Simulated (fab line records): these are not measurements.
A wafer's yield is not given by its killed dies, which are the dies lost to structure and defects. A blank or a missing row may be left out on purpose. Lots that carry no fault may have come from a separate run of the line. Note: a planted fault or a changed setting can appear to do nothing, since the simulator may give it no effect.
Tool commonality check / flow nandHarc / Sampled: 13 lots, 39 wafers

REASON FOR OPENING
On 2 of the 13 lots, a flag is raised at NHARC_A_CONTACT_CD_MEAS_08 on the reading cdNm. Fault-free wafers read 100.3 nm, with a standard deviation of 0.59.
Rule: a lot is flagged when every wafer of it that has a number lies more than 4 standard deviations from that mean, or none has a number. As for the other lots, they are considered sound.

lot=L306; measured=day 16 08:34; on=cdSem-03; cdNm (nm), wafer by wafer=98.6 100.1 100.1; flag=
lot=L310; measured=day 17 14:58; on=cdSem-02; cdNm (nm), wafer by wafer=99.5 99.4 99.3; flag=
lot=L314; measured=day 18 04:57; on=cdSem-03; cdNm (nm), wafer by wafer=100.5 100.5 101.1; flag=
lot=L311; measured=day 18 13:07; on=cdSem-01; cdNm (nm), wafer by wafer=101.1 99.9 101.4; flag=
lot=L313; measured=day 18 22:15; on=cdSem-02; cdNm (nm), wafer by wafer=101.1 100.0 100.8; flag=
lot=L316; measured=day 19 10:16; on=cdSem-02; cdNm (nm), wafer by wafer=99.9 99.2 100.1; flag=
lot=L319; measured=day 19 14:38; on=cdSem-01; cdNm (nm), wafer by wafer=100.4 100.4 100.5; flag=
lot=L318; measured=day 19 15:02; on=cdSem-03; cdNm (nm), wafer by wafer=100.2 100.7 98.7; flag=
lot=L315; measured=day 19 17:46; on=cdSem-03; cdNm (nm), wafer by wafer=128.1 128.4 128.5; flag=FLAGGED
lot=L321; measured=day 20 06:59; on=cdSem-02; cdNm (nm), wafer by wafer=99.4 101.3 100.1; flag=
lot=L324; measured=day 21 10:49; on=cdSem-03; cdNm (nm), wafer by wafer=123.9 123.6 123.8; flag=FLAGGED
lot=L323; measured=day 21 16:15; on=cdSem-03; cdNm (nm), wafer by wafer=100.4 99.2 100.4; flag=
lot=L328; measured=day 22 16:16; on=cdSem-03; cdNm (nm), wafer by wafer=100.3 100.7 100.4; flag=
Average over the flagged lots: 126.0 nm; offset from the usual +25.8 nm, equal to +44 standard deviations.

LOT BY LOT: THE TOOL USED
The record holds 4 process steps before the reading, out of a route of 1159 steps. Each cell gives the tool, then ch followed by the chambers the sampled wafers passed through, then the start.
lot=L306; flag=; NHARC_A_CONTACT_ETCH_128=harCapEtch-01 ch 0, day 16 03:14; NHARC_A_CONTACT_ETCH_132=harCapEtch-01 ch 0, day 16 03:49; NHARC_A_CONTACT_ETCH_133=harCapEtch-01 ch 0, day 16 03:59; NHARC_A_CONTACT_EXPOSE_05=arfiScanner-03 ch 0, day 16 08:25
lot=L310; flag=; NHARC_A_CONTACT_ETCH_128=harCapEtch-01 ch 0,1, day 17 10:17; NHARC_A_CONTACT_ETCH_132=harCapEtch-01 ch 0,1, day 17 10:50; NHARC_A_CONTACT_ETCH_133=harCapEtch-01 ch 0,1, day 17 10:59; NHARC_A_CONTACT_EXPOSE_05=arfiScanner-03 ch 0, day 17 14:49
lot=L314; flag=; NHARC_A_CONTACT_ETCH_128=harCapEtch-01 ch 0,1, day 17 23:06; NHARC_A_CONTACT_ETCH_132=harCapEtch-01 ch 0,1, day 17 23:40; NHARC_A_CONTACT_ETCH_133=harCapEtch-01 ch 0,1, day 17 23:48; NHARC_A_CONTACT_EXPOSE_05=arfiScanner-01 ch 0, day 18 04:49
lot=L311; flag=; NHARC_A_CONTACT_ETCH_128=harCapEtch-02 ch 0,1, day 18 06:39; NHARC_A_CONTACT_ETCH_132=harCapEtch-02 ch 0,1, day 18 07:13; NHARC_A_CONTACT_ETCH_133=harCapEtch-02 ch 0,1, day 18 07:24; NHARC_A_CONTACT_EXPOSE_05=arfiScanner-02 ch 0, day 18 12:59
lot=L313; flag=; NHARC_A_CONTACT_ETCH_128=harCapEtch-03 ch 0,1, day 18 17:39; NHARC_A_CONTACT_ETCH_132=harCapEtch-03 ch 0,1, day 18 18:13; NHARC_A_CONTACT_ETCH_133=harCapEtch-03 ch 0,1, day 18 18:22; NHARC_A_CONTACT_EXPOSE_05=arfiScanner-03 ch 0, day 18 22:06
lot=L316; flag=; NHARC_A_CONTACT_ETCH_128=harCapEtch-02 ch 0,1, day 19 05:52; NHARC_A_CONTACT_ETCH_132=harCapEtch-02 ch 0,1, day 19 06:26; NHARC_A_CONTACT_ETCH_133=harCapEtch-02 ch 0,1, day 19 06:38; NHARC_A_CONTACT_EXPOSE_05=arfiScanner-01 ch 0, day 19 10:08
lot=L319; flag=; NHARC_A_CONTACT_ETCH_128=harCapEtch-01 ch 0,1, day 19 10:11; NHARC_A_CONTACT_ETCH_132=harCapEtch-01 ch 0,1, day 19 10:44; NHARC_A_CONTACT_ETCH_133=harCapEtch-01 ch 0,1, day 19 10:55; NHARC_A_CONTACT_EXPOSE_05=arfiScanner-02 ch 0, day 19 14:29
lot=L318; flag=; NHARC_A_CONTACT_ETCH_128=harCapEtch-02 ch 0,1, day 19 10:26; NHARC_A_CONTACT_ETCH_132=harCapEtch-02 ch 0,1, day 19 11:00; NHARC_A_CONTACT_ETCH_133=harCapEtch-02 ch 0,1, day 19 11:08; NHARC_A_CONTACT_EXPOSE_05=arfiScanner-01 ch 0, day 19 14:54
lot=L315; flag=FLAGGED; NHARC_A_CONTACT_ETCH_128=harCapEtch-02 ch 0,1, day 19 13:31; NHARC_A_CONTACT_ETCH_132=harCapEtch-02 ch 0,1, day 19 14:05; NHARC_A_CONTACT_ETCH_133=harCapEtch-02 ch 0,1, day 19 14:16; NHARC_A_CONTACT_EXPOSE_05=arfiScanner-01 ch 0, day 19 17:38
lot=L321; flag=; NHARC_A_CONTACT_ETCH_128=harCapEtch-02 ch 0,1, day 20 01:32; NHARC_A_CONTACT_ETCH_132=harCapEtch-02 ch 0,1, day 20 02:07; NHARC_A_CONTACT_ETCH_133=harCapEtch-02 ch 0,1, day 20 02:16; NHARC_A_CONTACT_EXPOSE_05=arfiScanner-02 ch 0, day 20 06:51
lot=L324; flag=FLAGGED; NHARC_A_CONTACT_ETCH_128=harCapEtch-03 ch 0,1, day 21 03:07; NHARC_A_CONTACT_ETCH_132=harCapEtch-03 ch 0,1, day 21 03:40; NHARC_A_CONTACT_ETCH_133=harCapEtch-03 ch 0,1, day 21 03:52; NHARC_A_CONTACT_EXPOSE_05=arfiScanner-01 ch 0, day 21 10:41
lot=L323; flag=; NHARC_A_CONTACT_ETCH_128=harCapEtch-03 ch 1, day 21 11:43; NHARC_A_CONTACT_ETCH_132=harCapEtch-03 ch 1, day 21 12:17; NHARC_A_CONTACT_ETCH_133=harCapEtch-03 ch 1, day 21 12:25; NHARC_A_CONTACT_EXPOSE_05=arfiScanner-02 ch 0, day 21 16:07
lot=L328; flag=; NHARC_A_CONTACT_ETCH_128=harCapEtch-01 ch 0,1, day 22 11:03; NHARC_A_CONTACT_ETCH_132=harCapEtch-01 ch 0,1, day 22 11:37; NHARC_A_CONTACT_ETCH_133=harCapEtch-01 ch 0,1, day 22 11:47; NHARC_A_CONTACT_EXPOSE_05=arfiScanner-02 ch 0, day 22 16:08
What is done by these steps:
- NHARC_A_CONTACT_ETCH_128: etches the open film in C4F8/O2/Ar, time 155 s, target depth 956 nm.
- NHARC_A_CONTACT_ETCH_132: etches the open film in C4F8/O2/Ar, time 156 s, target depth 958 nm.
- NHARC_A_CONTACT_ETCH_133: etches the open film in C4F8/O2/Ar, time 195 s, target depth 840 nm.
- NHARC_A_CONTACT_EXPOSE_05: exposes mask A CC.
- NHARC_A_CONTACT_CD_MEAS_08: target cd 100 nm.

FLAGGED OVER TOTAL, TOOL BY TOOL (the gauges that took the reading come last)
step=NHARC_A_CONTACT_ETCH_128; tool=harCapEtch-01; lots run=5; flagged=0; share of the flagged lots=none; sound lots run after its first flagged lot=-
step=NHARC_A_CONTACT_ETCH_128; tool=harCapEtch-02; lots run=5; flagged=1; share of the flagged lots=some; sound lots run after its first flagged lot=1 (L321)
step=NHARC_A_CONTACT_ETCH_128; tool=harCapEtch-03; lots run=3; flagged=1; share of the flagged lots=some; sound lots run after its first flagged lot=1 (L323)
step=NHARC_A_CONTACT_ETCH_132; tool=harCapEtch-01; lots run=5; flagged=0; share of the flagged lots=none; sound lots run after its first flagged lot=-
step=NHARC_A_CONTACT_ETCH_132; tool=harCapEtch-02; lots run=5; flagged=1; share of the flagged lots=some; sound lots run after its first flagged lot=1 (L321)
step=NHARC_A_CONTACT_ETCH_132; tool=harCapEtch-03; lots run=3; flagged=1; share of the flagged lots=some; sound lots run after its first flagged lot=1 (L323)
step=NHARC_A_CONTACT_ETCH_133; tool=harCapEtch-01; lots run=5; flagged=0; share of the flagged lots=none; sound lots run after its first flagged lot=-
step=NHARC_A_CONTACT_ETCH_133; tool=harCapEtch-02; lots run=5; flagged=1; share of the flagged lots=some; sound lots run after its first flagged lot=1 (L321)
step=NHARC_A_CONTACT_ETCH_133; tool=harCapEtch-03; lots run=3; flagged=1; share of the flagged lots=some; sound lots run after its first flagged lot=1 (L323)
step=NHARC_A_CONTACT_EXPOSE_05; tool=arfiScanner-01; lots run=5; flagged=2; share of the flagged lots=all; sound lots run after its first flagged lot=0
step=NHARC_A_CONTACT_EXPOSE_05; tool=arfiScanner-02; lots run=5; flagged=0; share of the flagged lots=none; sound lots run after its first flagged lot=-
step=NHARC_A_CONTACT_EXPOSE_05; tool=arfiScanner-03; lots run=3; flagged=0; share of the flagged lots=none; sound lots run after its first flagged lot=-
step=NHARC_A_CONTACT_CD_MEAS_08; tool=cdSem-01; lots run=2; flagged=0; share of the flagged lots=none; sound lots run after its first flagged lot=-
step=NHARC_A_CONTACT_CD_MEAS_08; tool=cdSem-02; lots run=4; flagged=0; share of the flagged lots=none; sound lots run after its first flagged lot=-
step=NHARC_A_CONTACT_CD_MEAS_08; tool=cdSem-03; lots run=7; flagged=2; share of the flagged lots=all; sound lots run after its first flagged lot=2 (L323,L328)

WHAT THE TABLE ALLOWS
Rows of the table that ran all the flagged lots, 2 in number: arfiScanner-01 at NHARC_A_CONTACT_EXPOSE_05; cdSem-03 at NHARC_A_CONTACT_CD_MEAS_08.
- arfiScanner-01 at NHARC_A_CONTACT_EXPOSE_05: 2 of its 5 lots flagged. Last sound lot L318 at day 19 14:54, first flagged lot L315 at day 19 17:38; a fault beginning in between fits. Its own readings (exposureDoseMJCm2) fall more than 4 standard deviations out on all wafers of the flagged lots.
- cdSem-03 at NHARC_A_CONTACT_CD_MEAS_08: 2 of its 7 lots flagged. Sound lots followed the first flagged one (L323, L328) on it, something a lasting fault affecting the whole tool could not allow.
What remains is a single tool, arfiScanner-01 at NHARC_A_CONTACT_EXPOSE_05.

WHAT HAD BEEN PUT IN BY THE SIMULATOR
Process parameters drifting: arfiScanner-01 at NHARC_A_CONTACT_EXPOSE_05, beginning at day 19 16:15. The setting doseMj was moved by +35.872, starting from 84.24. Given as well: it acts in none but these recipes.
Struck lots among those shown: L315, L324. This agrees with what the rule above found.
